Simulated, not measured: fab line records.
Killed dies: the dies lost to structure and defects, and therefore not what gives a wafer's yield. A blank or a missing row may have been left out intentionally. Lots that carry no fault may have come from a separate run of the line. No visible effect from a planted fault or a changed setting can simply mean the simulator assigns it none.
Lot-split experiment	flow n5 finfet	7 lots, 21 wafers read, on a route of 1938 steps

## ABOUT THE SPLIT
At N5_FIN_SAQP_HM_DEP_03 (deposits SiNx from SiH4/NH3/N2, target thk 38 nm, time 33.6 s), the setting time s was moved away from the recipe's 33.6 s on 7 of the 21 wafers read, by -13.9% to +14.5%. The other wafers ran this setting at the recipe's value.

## FROM THE SPLIT TO THE READING: what the file shows between them, 14 steps
- N5_FIN_SAQP_THK_MEAS_05
- N5_FIN_SAQP_PECVD_47: deposits a-Si from SiH4/He, target thk 45 nm, time 36.3 s (also split here: time s)
- N5_FIN_SAQP_PECVD_48: deposits SiNx from SiH4/NH3/N2, target thk 25 nm, time 22.1 s
- N5_FIN_SAQP_PECVD_06: deposits a-Si from SiH4/He, target thk 60 nm, time 48.1 s
- N5_FIN_SAQP_ETCH_57: etches SiNx in CH3F/O2, target depth 32.5 nm, time 46.4 s
- N5_FIN_SAQP_ETCH_65: etches SiO2 in CF4, target depth 4 nm, time 4.4 s
- N5_FIN_SAQP_MANDREL_ETCH_58: etches a-Si in HBr/Cl2, stops on SiNx, target depth 45 nm, bt time 10 s, time 27 s
- N5_FIN_SAQP_RECESS_63: chemistry HF/NH3, target SiO2, target depth 18 nm, afs cycles 3, sublimation time 60 s
- N5_FIN_SAQP_COAT_68: time 60 s, resist thk 100 nm
- N5_FIN_SAQP_MANDREL2_REMOVE_60: chemistry HBr/Cl2/O2, target a-Si, stops on SiNx, bt time 10 s
- N5_FIN_SAQP_HM_OPEN_33: chemistry CH3F/O2, target SiNx, target depth 49.4 nm, time 70.6 s
- N5_FIN_SAQP_ETCH_34: etches SiO2 in C4F6/O2, target depth 45 nm, time 15 s
- N5_FIN_SAQP_STRIP_77: strips in N2/H2, time 90 s
- N5_FIN_SAQP_PRECLEAN_38: cleans in O3/DIW, time 45 s

## THE READING
SiNx_of_FIN_SAQP_HM_DEP_03.thk nm (the simulator's own value, which no gauge read), in nm, at N5_FIN_SAQP_PRECLEAN_45 (cleans in dHF, time 10 s). There is no usual value for it anywhere in the file. Here, 14 wafers ran the recipe; their average is 21.0 nm with a standard deviation of 0.48 nm.

wafer	tool, chamber at the split	time s as run, s	against the recipe	SiNx_of_FIN_SAQP_HM_DEP_03.thk nm, nm	against lot-mates on the recipe
L074.3	pecvd-03, 1	33.6	recipe	20.8	-
L074.4	pecvd-03, 1	33.6	recipe	21.4	-
L074.6	pecvd-03, 2	33.6	recipe	21.4	-
L075.1	pecvd-03, 0	29	-13.7%	15	-6.4
L075.3	pecvd-03, 1	29	-13.7%	15.4	-6.0
L075.4	pecvd-03, 2	33.6	recipe	21.4	-
L077.1	pecvd-04, 2	33.6	recipe	20.4	-
L077.3	pecvd-04, 0	38.47	+14.5%	26.4	+5.6
L077.6	pecvd-04, 1	33.6	recipe	21.2	-
L085.2	pecvd-03, 1	33.6	recipe	20.8	-
L085.3	pecvd-03, 0	33.6	recipe	20	-
L085.4	pecvd-03, 0	33.6	recipe	21.2	-
L086.2	pecvd-03, 2	33.6	recipe	20.4	-
L086.3	pecvd-03, 1	28.92	-13.9%	14.8	-6.1
L086.5	pecvd-03, 0	33.6	recipe	21.4	-
L089.1	pecvd-03, 0	38.03	+13.2%	25.6	+4.2
L089.4	pecvd-03, 2	38.03	+13.2%	26	+4.6
L089.6	pecvd-03, 2	33.6	recipe	21.4	-
L093.1	pecvd-03, 0	33.6	recipe	20.4	-
L093.5	pecvd-03, 0	33.6	recipe	21.4	-
L093.6	pecvd-03, 1	31.8	-5.4%	19.6	-1.3

THE FIT
A straight line over all 21 wafers: SiNx_of_FIN_SAQP_HM_DEP_03.thk nm changes by +0.395 nm for each +1% of time s; r = +0.99; the points scatter about the line by 0.51 nm.
The same after taking each lot's own level away (the mean of its wafers on the recipe; 21 wafers): +0.396 nm for each +1%; r = +0.98; scatter 0.54 nm.
According to that fit, moving time s by its largest amount changes the reading by 5.7 nm.
Measured against the standard deviation above, the lots' own levels, which go from 20.67 to 21.40 nm, span 1.5 times it.
The two slopes agree, so the slope changes little with the lot-to-lot level.
Check: +5.6 nm against its lot-mates is what the line predicts for one of the wafers moved furthest among these (+14.5%) when that wafer is left out of the fit. It came out at +5.6 nm against them.

## THESE WAFERS: OTHER SPLITS
Note: prior to the reading, these wafers also went through further splits. Each is held against what the fit with the lots' levels taken away leaves over:
other split on the same wafers	wafers away from the commonest value	r with SiNx_of_FIN_SAQP_HM_DEP_03.thk nm (lot level and that fit taken away)
N5_WELL_APT_EXPOSE_22 dose mj	10	+0.21
N5_WELL_APT_DEVELOP_24 develop time s	6	+0.04
N5_FIN_SAQP_PECVD_47 time s	9	+0.10

## THE WHOLE CHAIN: every reading that the file lists as answering this split, in the file's order
step	what it does	reading	change (the file's fit)	r (the file's)
N5_FIN_SAQP_HM_DEP_03	deposits SiNx from SiH4/NH3/N2, target thk 38 nm, time 33.6 s	SiNx_of_FIN_SAQP_HM_DEP_03.thk nm (the simulator's own value, which no gauge read)	+0.387 nm for each +1% of the setting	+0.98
N5_FIN_SAQP_THK_MEAS_05		thk nm	withheld for each +1% of the setting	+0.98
N5_FIN_SAQP_HM_OPEN_33	chemistry CH3F/O2, target SiNx, target depth 49.4 nm, time 70.6 s	etch rf on time s	withheld for each +1% of the setting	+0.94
N5_FIN_SAQP_HM_OPEN_33	chemistry CH3F/O2, target SiNx, target depth 49.4 nm, time 70.6 s	etch.depth nm (the simulator's own value, which no gauge read)	+0.388 nm for each +1% of the setting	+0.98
N5_FIN_SAQP_ETCH_34	etches SiO2 in C4F6/O2, target depth 45 nm, time 15 s	SiNx_of_FIN_SAQP_HM_DEP_03.thk nm (the simulator's own value, which no gauge read)	+0.384 nm for each +1% of the setting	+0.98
N5_FIN_SAQP_PRECLEAN_45	cleans in dHF, time 10 s	SiNx_of_FIN_SAQP_HM_DEP_03.thk nm (the simulator's own value, which no gauge read)	+0.398 nm for each +1% of the setting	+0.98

## THE FILE'S OWN FIT
SiNx_of_FIN_SAQP_HM_DEP_03.thk nm changes by +0.398 nm for each +1% of time s, r = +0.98.
